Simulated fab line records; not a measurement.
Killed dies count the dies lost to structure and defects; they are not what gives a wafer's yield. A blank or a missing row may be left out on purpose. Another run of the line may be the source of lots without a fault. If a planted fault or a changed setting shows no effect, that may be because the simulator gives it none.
Problem report, 8D (eight disciplines) form, completed by code + flow nand-harc + the parts of the form that need people (team, actions taken, sign-off) are left out

## 1. WHAT IS WRONG
NHARC_P_STI_ETCH_42, oes-product-au: mean 0.861 a.u. over 1 wafer from 1 lot; wafers with no fault: 1.001 a.u., standard deviation 0.01. Relative to the usual mean, that is a shift of -14 standard deviations.
The step: etches the open film in N2/H2, target depth 80 nm, overetch 24 nm, time 61 s.
Earliest sighting: wafer L654.1 on rie-diel-01 at day 6 17:22. At this step, 36 wafers from 12 lots have a number in the record. The rule behind "out" and "out of limits": a value lying over 4 standard deviations away from the usual mean. Any other wafer with a number is counted as sound.

## 2. WHAT IT IS AND WHAT IT IS NOT
| question                    | is               | is not                                                                                       |
|-----------------------------|------------------|----------------------------------------------------------------------------------------------|
| which readings at this step | oes-product-au   | drypump-motor-current-A, rf-vpp-V, showerhead-plenum-p-Torr, throttle-valve-pct              |
| which lots                  | L654             | L647, L649, L650, L651, L652, L653, L658, L663, L664, L667, L668                             |
| which wafers of those lots  | L654.1           | L654.3, L654.6                                                                               |
| read on which tools         | rie-diel-01      | rie-diel-08, rie-diel-12                                                                     |
| when                        | from day 6 17:22 | up to then (20 sound wafers); but 15 sound wafers of L658, L663, L664, L667, L668 came after |

## 3. WHAT RULES OUT EACH SUSPECT
Counting: any tool at a process step up to the reading remains a suspect provided it ran every lot that is out. Sound lots after the first of them don't rule it out here, since some wafers of a struck lot are sound.
- rie-diel-11 at NHARC_P_ZERO_WELL_ETCH_65 (etches the open film in N2/H2, target depth 80 nm, overetch 24 nm, time 87.88 s): kept. It ran the lot that is out, L654 (day 5 15:29); its last sound lot up to then is L653 (day 5 05:31).
- rie-diel-01 at NHARC_P_STI_ETCH_42 (etches the open film in N2/H2, target depth 80 nm, overetch 24 nm, time 61 s): kept. It ran the lot that is out, L654 (day 6 17:22); its last sound lot up to then is L653 (day 6 04:05). Its own oes-product-au readings are out on those wafers.
- The sound lot-mates ran in chamber 1 of rie-diel-11 at NHARC_P_ZERO_WELL_ETCH_65, but the wafers that are out ran in chamber 0.
- The sound lot-mates ran in chamber 3 of rie-diel-01 at NHARC_P_STI_ETCH_42, but the wafers that are out ran in chamber 1.
Left after counting: rie-diel-11 at NHARC_P_ZERO_WELL_ETCH_65, rie-diel-01 at NHARC_P_STI_ETCH_42.

## 4. THE CAUSE (what the simulator had put in)
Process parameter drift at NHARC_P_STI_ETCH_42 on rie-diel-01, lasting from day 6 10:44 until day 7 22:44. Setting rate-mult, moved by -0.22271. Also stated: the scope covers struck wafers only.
2 suspects survive the count, and this tool is in that group.

## 5. THE EFFECT CHAIN, in route order
One row per reading whose mean, taken over the struck wafers that have a number, lies over 3 standard deviations from the usual. Only readings for which the record gives a usual standard deviation are gone through. hours: the time from each lot's start at the first step in this table that gives one to its start at this step, as a median over the lots. sigmas: the change in usual standard deviations.
| hours | step                | reading        | usual      | on struck wafers | change | sigmas |
|-------|---------------------|----------------|------------|------------------|--------|--------|
| 0     | NHARC_P_STI_ETCH_42 | oes-product-au | 1.001 a.u. | 0.861            | -0.140 | -14    |
It contains these process steps:
- NHARC_P_STI_ETCH_42: etches the open film in N2/H2, target depth 80 nm, overetch 24 nm, time 61 s.
Later measuring or inspecting steps at which every struck wafer that the step has a row for has a number for every such reading, and none has moved that far: NHARC_P_STI_INSPECT_25.

## 6. HOW IT WOULD HAVE BEEN CAUGHT EARLIER
First out-of-limits reading in this record: day 6 17:22, which is 7 hours after fault onset at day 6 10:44.
